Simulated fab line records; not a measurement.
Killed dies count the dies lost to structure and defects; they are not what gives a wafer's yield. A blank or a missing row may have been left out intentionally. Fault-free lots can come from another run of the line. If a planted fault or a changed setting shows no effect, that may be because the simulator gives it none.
What tool caused it? || flow n5Finfet || 7 lots with 21 wafers sampled at 3 steps, on a route of 1938 steps

WHAT THE GAUGES SHOWED, per wafer
N5_SDB_OVL_MEAS_12.
{"lot": "L785", "measured": "day 4 13:50", "on": "overlay-01", "SDB_OVL (nm)": "1.6 1.0 -0.8"}
{"lot": "L787", "measured": "day 5 00:46", "on": "overlay-02", "SDB_OVL (nm)": "0.3 1.2 0.3"}
{"lot": "L789", "measured": "day 5 14:05", "on": "overlay-02", "SDB_OVL (nm)": "-1.0 0.1 -0.7"}
{"lot": "L792", "measured": "day 6 09:19", "on": "overlay-02", "SDB_OVL (nm)": "0.9 1.4 0.8"}
{"lot": "L796", "measured": "day 7 06:10", "on": "overlay-02", "SDB_OVL (nm)": "0.1 0.3 -0.2"}
{"lot": "L800", "measured": "day 8 05:56", "on": "overlay-01", "SDB_OVL (nm)": "-0.4 1.2 0.8"}
{"lot": "L805", "measured": "day 9 12:23", "on": "overlay-02", "SDB_OVL (nm)": "- - -"}

TOOL THAT RAN EACH LOT (tool first, then ch and the chambers of the sampled wafers, then the start)
{"lot": "L785", "N5_ILD0_CMP_12": "cmp-02 ch 1,2,3, day 4 13:10", "N5_SDB_DEVELOP_10": "lithoTrack-03 ch 0, day 4 13:46"}
{"lot": "L787", "N5_ILD0_CMP_12": "cmp-02 ch 0,2,3, day 5 00:04", "N5_SDB_DEVELOP_10": "lithoTrack-01 ch 0, day 5 00:41"}
{"lot": "L789", "N5_ILD0_CMP_12": "cmp-01 ch 0,1,2, day 5 13:25", "N5_SDB_DEVELOP_10": "lithoTrack-02 ch 0, day 5 14:00"}
{"lot": "L792", "N5_ILD0_CMP_12": "cmp-01 ch 1,2,3, day 6 08:37", "N5_SDB_DEVELOP_10": "lithoTrack-03 ch 0, day 6 09:14"}
{"lot": "L796", "N5_ILD0_CMP_12": "cmp-02 ch 2,3, day 7 05:28", "N5_SDB_DEVELOP_10": "lithoTrack-01 ch 0, day 7 06:05"}
{"lot": "L800", "N5_ILD0_CMP_12": "cmp-01 ch 0,1,3, day 8 05:18", "N5_SDB_DEVELOP_10": "lithoTrack-03 ch 0, day 8 05:51"}
{"lot": "L805", "N5_ILD0_CMP_12": "cmp-01 ch 1,2, day 9 11:33", "N5_SDB_DEVELOP_10": "lithoTrack-03, day 9 12:18"}
- N5_ILD0_CMP_12: polishes SiNx, stops on poly-Si, t overpolish 6 s, target thk 17.67 nm.
- N5_SDB_DEVELOP_10: develop time 30 s.

THE ANSWER, worked out from the rows above alone
Rule: usual is defined by the lots themselves. Put in order of their means at a reading, lots are off if they are a third of the lots or fewer, leave a main group of 4 or more, and stand apart from it by a gap of 3 or more times the standard deviation of the main group's means; of several such gaps the widest counts. A main group whose means are all the same, to the digits that the tables above print for the reading, isn't used. A lot without any number at a reading at which 4 lots or more have one is off too. Any other lot the step has rows for is counted as sound.
Off: L805, at N5_SDB_OVL_MEAS_12 (SDB_OVL). Without a number there: L805. For the main group the mean is 0.4 nm and the standard deviation 0.5.
A tool fits if, at a process step before that reading, it ran every lot that is off, and no sound lot after the first of them. Gauges at N5_SDB_OVL_MEAS_12: tried the same way as those tools. Can't be told from this: 3 tools fit, cmp-01 at N5_ILD0_CMP_12, lithoTrack-03 at N5_SDB_DEVELOP_10, overlay-02 at N5_SDB_OVL_MEAS_12.

WHAT WAS PUT IN BY THE SIMULATOR
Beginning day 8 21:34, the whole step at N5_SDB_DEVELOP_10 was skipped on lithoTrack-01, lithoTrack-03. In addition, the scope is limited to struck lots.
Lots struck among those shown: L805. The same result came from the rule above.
